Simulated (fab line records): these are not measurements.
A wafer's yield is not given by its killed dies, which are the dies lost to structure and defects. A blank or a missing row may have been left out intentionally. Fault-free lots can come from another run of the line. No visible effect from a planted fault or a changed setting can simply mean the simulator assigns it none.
A struck lot beside a sound one | flow nandHarc | 13 out of 1302 route steps
Sound: these wafers, L538.3, L538.5, L538.6. The struck wafers were L541.3, L541.4, L541.5. Last of all comes the cause.
For every step that has rows: the tool of each side, followed by ch and its chambers, followed by its first start. Under that, the readings that differ: sound wafers | struck wafers | difference of the means | sigmas: that difference in standard deviations of wafers without a fault.
alike: readings whose means differ by less than 2 such deviations, and words and numbers that are the same on both sides. not compared: withheld readings, readings that some wafer has no value for, bounds like >300 that may hide the same value, and numbers for which the record gives no deviation and whose values overlap.
The two part at a step that has a row with sigmas, a row that says differs or no value, or rows on one side only. Numbers that don't overlap but have no deviation are shown without sigmas and don't part them. A reading missing from all wafers of one side parts the sides only when that side holds two or more wafers.

first, 3 steps without rows for these wafers: NHARC_A_STAIRCASE_STRIP_296 (strips in SPM, time 900 s); NHARC_A_STAIRCASE_PRECLEAN_297 (cleans in SC1); NHARC_A_STAIRCASE_SRD_298.
NHARC_A_STAIRCASE_HM_DEP_462: deposits aC, target thk 800 nm.
  sound on aclDep-02 ch 0, day 20 21:27; struck on aclDep-02 ch 0, day 21 16:17
  alike: throttleValvePct
NHARC_A_STAIRCASE_DEP_301: deposits SiON, target thk 30 nm.
  sound on pecvd-02 ch 1,2, day 20 22:45; struck on pecvd-03 ch 0,1,2, day 21 17:34
reading          | sound       | struck      | difference | sigmas
heaterPowerW (W) | 560 741 580 | 721 813 799 | +151       | +2
then, 6 steps without rows for these wafers: NHARC_A_STAIRCASE_DEHYDRATE_302 (time 120 s); NHARC_A_STAIRCASE_HMDS_303 (time 30 s); NHARC_A_STAIRCASE_COAT_304; NHARC_A_STAIRCASE_SOFTBAKE_305 (time 170 s); NHARC_A_STAIRCASE_EBR_306; NHARC_A_STAIRCASE_EXPOSE_307 (exposes mask CHOP 50).
NHARC_A_STAIRCASE_PEB_308: peb time 130 s.
  struck on lithoTrack-03, day 21 18:14; sound on lithoTrack-03 ch 0, day 20 23:23
  no value came back on the struck wafers for chillPlateTempC (C), exhaustPa (Pa), plateTempC (C); on the sound wafers chillPlateTempC (C) reads 23.19 23.15 23.21
then, 1 step without rows for these wafers: NHARC_A_STAIRCASE_DEVELOP_309 (time 140 s).

== WHERE THEY PART ==
Earliest at NHARC_A_STAIRCASE_DEP_301; latest, in this record, at NHARC_A_STAIRCASE_PEB_308.

WHY: whatever the simulator had introduced
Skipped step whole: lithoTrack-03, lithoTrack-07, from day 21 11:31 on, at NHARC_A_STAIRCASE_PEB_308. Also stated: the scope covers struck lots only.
